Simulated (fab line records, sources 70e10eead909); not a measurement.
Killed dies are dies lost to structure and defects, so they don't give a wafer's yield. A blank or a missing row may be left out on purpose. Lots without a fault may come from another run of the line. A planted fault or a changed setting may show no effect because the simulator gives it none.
A struck lot beside a sound one | flow nand_harc | 17 steps out of a route of 1159
Sound: wafers L254.3, L254.4, L254.6. Struck: wafer L263.3. (L263.1 of the same lot was not struck and is left out.) The cause comes at the end.
At each step with rows: each side's tool, then ch and its chambers, then its first start. Under that, the readings that differ: sound wafers | struck wafers | difference of the means | sigmas: that difference in standard deviations of wafers without a fault.
alike: readings whose means differ by less than 2 such deviations, and words and numbers that are the same on both sides. not compared: withheld readings, readings that some wafer has no value for, bounds like >300 that may hide the same value, and numbers for which the record gives no deviation and whose values overlap.
The two part at a step that has a row with sigmas, a row that says differs or no value, or rows on one side only. Numbers that don't overlap but have no deviation are shown without sigmas and don't part them. A reading that every wafer of one side lacks parts them only if that side has two wafers or more.

NHARC_P_M2_INSPECT_11:
  sound on defect_inspect-01, day 7 07:07; struck on defect_inspect-02, day 9 17:17
  alike: raw_defect_count
then, 3 steps without rows for these wafers: NHARC_P_M2_DESCUM_14 (chemistry O2, time 3 s); NHARC_P_M2_ETCH_35 (etches the open film in N2/H2, target depth 40 nm, overetch 12 nm, time 43.94 s); NHARC_P_M2_ETCH_15 (etches the open film in C4F8/Ar, target depth 182.5 nm, time 91.2 s).
NHARC_P_M2_CD_MEAS_16:
  sound on cd_sem-01, day 7 07:37; struck on cd_sem-01, day 9 17:39
  alike: cd_nm
then, 3 steps without rows for these wafers: NHARC_P_M2_STRIP_18 (strips in N2/H2); NHARC_P_M2_ETCH_28 (etches the open film in CF4/N2, target depth 30 nm, time 72.99 s); NHARC_P_M2_STRIP_19 (strips in post etch residue remover, time 600 s).
NHARC_P_M2_DEGAS_29: time 60 s.
  sound on pvd_sputter-03, day 7 08:20; struck on pvd_sputter-02, day 9 18:22
  alike: heater_power_w
NHARC_P_M2_PRE_CLEAN_30: time 30 s.
  sound on pvd_sputter-03; struck on pvd_sputter-02
  alike: heater_power_w
NHARC_P_M2_PVD_20: deposits TaN, target thk 5 nm, time 8.06 s.
  sound on pvd_sputter-03; struck on pvd_sputter-02
  alike: bias_v, throttle_valve_pct
NHARC_P_M2_PVD_21: deposits Cu, target thk 30 nm, time 20.49 s.
  sound on pvd_sputter-03; struck on pvd_sputter-02
  alike: throttle_valve_pct
NHARC_P_M2_ECD_22: material Cu, target thk 400 nm.
  sound on ecd_cu-01 ch 0,1, day 7 08:49; struck on ecd_cu-02 ch 0,1, day 9 18:44
NHARC_P_M2_ANNEAL_31: time 90 s.
  sound on rtp_anneal-02 ch 0, day 7 09:11; struck on rtp_anneal-01 ch 0, day 9 19:06
  alike: anneal_temp_c_max, wafer_temp_C_max
NHARC_P_M2_CMP_23: polishes, t overpolish 20 s, target thk 144.3 nm.
  sound on cmp-04 ch 0,2,3, day 7 09:29; struck on cmp-03 ch 2, day 9 19:26
  reading                | sound          | struck | difference | sigmas
  time_to_endpoint_s (s) | 32.7 30.8 29.1 | 16.5   | -14.4      | -6
  alike: motor_current_A, retaining_ring_pressure_frac
NHARC_P_M2_THK_MEAS_24: measures by xrf.
  sound on film_metro-02, day 7 09:45; struck on film_metro-02, day 9 19:46
  alike: thk_nm
then, 1 step without rows for these wafers: NHARC_END_SORT_01.

WHERE THEY PART
Only at NHARC_P_M2_CMP_23, within this record. Later steps at which nothing parts them and some readings are alike: NHARC_P_M2_THK_MEAS_24.

WHY: what the simulator had put in
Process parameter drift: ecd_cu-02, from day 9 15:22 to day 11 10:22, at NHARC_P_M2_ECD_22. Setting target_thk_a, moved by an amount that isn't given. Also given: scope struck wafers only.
